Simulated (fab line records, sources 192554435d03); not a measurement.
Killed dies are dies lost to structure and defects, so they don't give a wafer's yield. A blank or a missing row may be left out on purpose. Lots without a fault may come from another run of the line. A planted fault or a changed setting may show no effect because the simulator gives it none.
Split-lot experiment | flow n5_finfet | 7 lots, 39 wafers read, on a route of 1938 steps

THE SPLIT
At N5_MIM_BOT_SPUTTER_00 (material TiN, target thk 35 nm, time 89.7 s), the setting time_s was moved away from the recipe's 89.7 s on 12 of the 39 wafers read, by -47.2% to +56.4%. The other wafers ran this setting at the recipe's value.

The reading is taken at the split's own step.

THE READING
TiN_of_MIM_BOT_SPUTTER_00.thk_nm (the simulator's own value, which no gauge read), in nm, at N5_MIM_BOT_SPUTTER_00 (material TiN, target thk 35 nm, time 89.7 s). The file gives no usual value for it. The 27 wafers here that ran the recipe average 35.2 nm, standard deviation 0.41 nm.

wafer  | tool, chamber at the split | time_s as run, s | against the recipe | TiN_of_MIM_BOT_SPUTTER_00.thk_nm, nm | against lot-mates on the recipe
L078.2 | pvd_sputter-01, -          | 89.7             | recipe             | 35                                   | -
L078.3 | pvd_sputter-01, -          | 89.7             | recipe             | 35.6                                 | -
L078.4 | pvd_sputter-01, -          | 89.7             | recipe             | 35.4                                 | -
L079.1 | pvd_sputter-03, -          | 89.7             | recipe             | 35                                   | -
L079.2 | pvd_sputter-03, -          | 89.7             | recipe             | 34.4                                 | -
L079.3 | pvd_sputter-03, -          | 89.7             | recipe             | 35.2                                 | -
L079.4 | pvd_sputter-03, -          | 89.7             | recipe             | 34.8                                 | -
L079.5 | pvd_sputter-03, -          | 89.7             | recipe             | 34.8                                 | -
L079.6 | pvd_sputter-03, -          | 89.7             | recipe             | 34.8                                 | -
L084.1 | pvd_sputter-02, -          | 89.7             | recipe             | 35.4                                 | -
L084.4 | pvd_sputter-02, -          | 89.7             | recipe             | 35.4                                 | -
L084.5 | pvd_sputter-02, -          | 89.7             | recipe             | 35.4                                 | -
L084.2 | pvd_sputter-02, -          | 89.7             | recipe             | 35.2                                 | -
L084.3 | pvd_sputter-02, -          | 89.7             | recipe             | 35.2                                 | -
L084.6 | pvd_sputter-02, -          | 89.7             | recipe             | 35                                   | -
L092.1 | pvd_sputter-03, -          | 89.7             | recipe             | 35.8                                 | -
L092.2 | pvd_sputter-03, -          | 140.3            | +56.4%             | 55.8                                 | +19.8
L092.3 | pvd_sputter-03, -          | 140.3            | +56.4%             | 55.4                                 | +19.4
L092.4 | pvd_sputter-03, -          | 89.7             | recipe             | 36                                   | -
L092.5 | pvd_sputter-03, -          | 140.3            | +56.4%             | 55.6                                 | +19.6
L092.6 | pvd_sputter-03, -          | 89.7             | recipe             | 36.2                                 | -
L093.1 | pvd_sputter-03, -          | 47.4             | -47.2%             | 18.4                                 | -16.5
L093.2 | pvd_sputter-03, -          | 89.7             | recipe             | 34.6                                 | -
L093.3 | pvd_sputter-03, -          | 47.4             | -47.2%             | 18.6                                 | -16.3
L093.4 | pvd_sputter-03, -          | 89.7             | recipe             | 35                                   | -
L093.5 | pvd_sputter-03, -          | 89.7             | recipe             | 35                                   | -
L093.6 | pvd_sputter-03, -          | 47.4             | -47.2%             | 18.2                                 | -16.7
L094.1 | pvd_sputter-02, -          | 89.7             | recipe             | 34.6                                 | -
L094.2 | pvd_sputter-02, -          | 118.3            | +31.9%             | 46.2                                 | +11.3
L094.3 | pvd_sputter-02, -          | 118.3            | +31.9%             | 46                                   | +11.1
L094.4 | pvd_sputter-02, -          | 118.3            | +31.9%             | 46.4                                 | +11.5
L094.5 | pvd_sputter-02, -          | 89.7             | recipe             | 35                                   | -
L094.6 | pvd_sputter-02, -          | 89.7             | recipe             | 35                                   | -
L095.1 | pvd_sputter-02, -          | 89.7             | recipe             | 35                                   | -
L095.2 | pvd_sputter-02, -          | 126              | +40.5%             | 49.4                                 | +14.1
L095.3 | pvd_sputter-02, -          | 126              | +40.5%             | 49.4                                 | +14.1
L095.4 | pvd_sputter-02, -          | 126              | +40.5%             | 49.6                                 | +14.3
L095.5 | pvd_sputter-02, -          | 89.7             | recipe             | 35.6                                 | -
L095.6 | pvd_sputter-02, -          | 89.7             | recipe             | 35.2                                 | -

THE FIT
A straight line over all 39 wafers: TiN_of_MIM_BOT_SPUTTER_00.thk_nm changes by +0.357 nm for each +1% of time_s; r = +1.00; the points scatter about the line by 0.39 nm.
The same after taking each lot's own level away (the mean of its wafers on the recipe; 39 wafers): +0.35 nm for each +1%; r = +1.00; scatter 0.21 nm.
On that fit, the largest move of time_s shifts the reading by 20 nm.
The lots' own levels span 34.83 to 36.00 nm, that is 2.8 times the standard deviation above.
So the lot-to-lot level changes the slope little: the two slopes agree.
Check: with one of the wafers moved furthest among these (+56.4%) left out of the fit, the line predicts +19.7 nm for it against its lot-mates. It came out at +19.8 nm against them.

OTHER SPLITS ON THESE WAFERS
These wafers also went through other splits before the reading. Each is held against what the fit with the lots' levels taken away leaves over:
other split on the same wafers | wafers away from the commonest value | r with TiN_of_MIM_BOT_SPUTTER_00.thk_nm (lot level and that fit taken away)
N5_BEOL_M13_ETCH_59 time_s     | 12                                   | -0.02

THE FILE'S OWN FIT
TiN_of_MIM_BOT_SPUTTER_00.thk_nm changes by +0.35 nm for each +1% of time_s, r = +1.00.
